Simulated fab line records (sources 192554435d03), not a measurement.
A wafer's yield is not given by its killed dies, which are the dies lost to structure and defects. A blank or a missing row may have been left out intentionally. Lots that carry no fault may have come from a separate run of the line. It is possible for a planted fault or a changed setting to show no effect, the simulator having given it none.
Matching of chambers + flow n5-finfet + N5_FIN_CUT_ETCH_20 on rie-diel-01: 4 sister chambers
The step etches SiARC in CF4, target depth 26 nm, time 43.3 s. 30 wafers are shown with their chamber, then 12 later ones without.

EACH WAFER AND ITS CHAMBER
| wafer  | chamber | showerhead-plenum-p-Torr (Torr) | drypump-motor-current-A (A) | oes-product-au (a.u.) |
|--------|---------|---------------------------------|-----------------------------|-----------------------|
| L074.1 | 1       | 2.15                            | 5.8                         | 0.66                  |
| L074.2 | 0       | 2.23                            | 5.2                         | 0.65                  |
| L074.3 | 2       | 2.05                            | 6.1                         | 0.64                  |
| L076.3 | 3       | 2.11                            | 6.2                         | 0.85                  |
| L076.4 | 0       | 2.23                            | 5.2                         | 0.64                  |
| L076.6 | 1       | 2.15                            | 5.8                         | 0.65                  |
| L077.3 | 3       | 2.11                            | 6.2                         | 0.83                  |
| L077.4 | 0       | 2.22                            | 5.2                         | 0.65                  |
| L077.6 | 2       | 2.05                            | 6.1                         | 0.63                  |
| L078.2 | 2       | 2.05                            | 6.1                         | 0.64                  |
| L078.4 | 3       | 2.11                            | 6.3                         | 0.83                  |
| L078.5 | 0       | 2.22                            | 5.2                         | 0.65                  |
| L079.3 | 1       | 2.15                            | 5.9                         | 0.65                  |
| L079.4 | 2       | 2.05                            | 6.1                         | 0.64                  |
| L079.6 | 0       | 2.22                            | 5.2                         | 0.64                  |
| L084.1 | 3       | 2.11                            | 6.2                         | 0.81                  |
| L084.5 | 1       | 2.14                            | 5.8                         | 0.64                  |
| L084.6 | 0       | 2.22                            | 5.3                         | 0.63                  |
| L085.2 | 2       | 2.04                            | 6.1                         | 0.62                  |
| L085.4 | 3       | 2.11                            | 6.2                         | 0.79                  |
| L085.6 | 3       | 2.11                            | 6.2                         | 0.80                  |
| L086.1 | 1       | 2.14                            | 5.8                         | 0.64                  |
| L086.2 | 2       | 2.04                            | 6.1                         | 0.62                  |
| L086.4 | 3       | 2.11                            | 6.2                         | 0.79                  |
| L087.1 | 1       | 2.14                            | 5.8                         | 0.63                  |
| L087.2 | 2       | 2.04                            | 6.1                         | 0.62                  |
| L087.6 | 3       | 2.11                            | 6.2                         | 0.79                  |
| L088.2 | 2       | 2.04                            | 6.1                         | 0.62                  |
| L088.5 | 3       | 2.11                            | 6.3                         | 0.79                  |
| L088.6 | 0       | 2.22                            | 5.2                         | 0.63                  |

SIGNATURES (averages over the wafers above)
| reading                  | chamber 0 | chamber 1 | chamber 2 | chamber 3 | scatter within a chamber |
|--------------------------|-----------|-----------|-----------|-----------|--------------------------|
| showerhead-plenum-p-Torr | 2.2229    | 2.1450    | 2.0450    | 2.1100    | 0.00435                  |
| drypump-motor-current-A  | 5.214     | 5.817     | 6.100     | 6.222     | 0.0353                   |
| oes-product-au           | 0.6414    | 0.6450    | 0.6288    | 0.8089    | 0.015                    |
Rule: a wafer's distance from a chamber is the root of the sum, over the readings, of the square of ((its reading less the chamber's mean) divided by the reading's scatter). If the next closest chamber is less than 2 further off than the closest, the wafer can't be placed; otherwise it belongs to the closest. How the scatter is found: for the shown wafers, subtract from each reading the mean of its chamber, square and add these, divide the total by (wafers less chambers), then take the root.

WAFERS WITH NO CHAMBER GIVEN
| wafer  | showerhead-plenum-p-Torr (Torr) | drypump-motor-current-A (A) | oes-product-au (a.u.) |
|--------|---------------------------------|-----------------------------|-----------------------|
| L089.3 | 2.22                            | 5.2                         | 0.63                  |
| L089.4 | 2.04                            | 6.1                         | 0.62                  |
| L089.5 | 2.22                            | 5.2                         | 0.63                  |
| L091.1 | 2.04                            | 6.1                         | 0.62                  |
| L091.3 | 2.14                            | 5.8                         | 0.63                  |
| L091.4 | 2.11                            | 6.2                         | 0.79                  |
| L093.1 | 2.10                            | 6.2                         | 0.78                  |
| L093.2 | 2.04                            | 6.1                         | 0.62                  |
| L093.3 | 2.14                            | 5.8                         | 0.63                  |
| L095.2 | 2.10                            | 6.2                         | 0.77                  |
| L095.4 | 2.21                            | 5.2                         | 0.62                  |
| L095.5 | 2.10                            | 6.2                         | 0.77                  |

CHAMBER TAKEN BY EACH
| wafer  | from the rows above | in truth |
|--------|---------------------|----------|
| L089.3 | 0                   | 0        |
| L089.4 | 2                   | 2        |
| L089.5 | 0                   | 0        |
| L091.1 | 2                   | 2        |
| L091.3 | 1                   | 1        |
| L091.4 | 3                   | 3        |
| L093.1 | 3                   | 3        |
| L093.2 | 2                   | 2        |
| L093.3 | 1                   | 1        |
| L095.2 | 3                   | 3        |
| L095.4 | 0                   | 0        |
| L095.5 | 3                   | 3        |
Placed correctly: 12 of 12. Number that these rows cannot place: 0. Wrongly placed: 0.
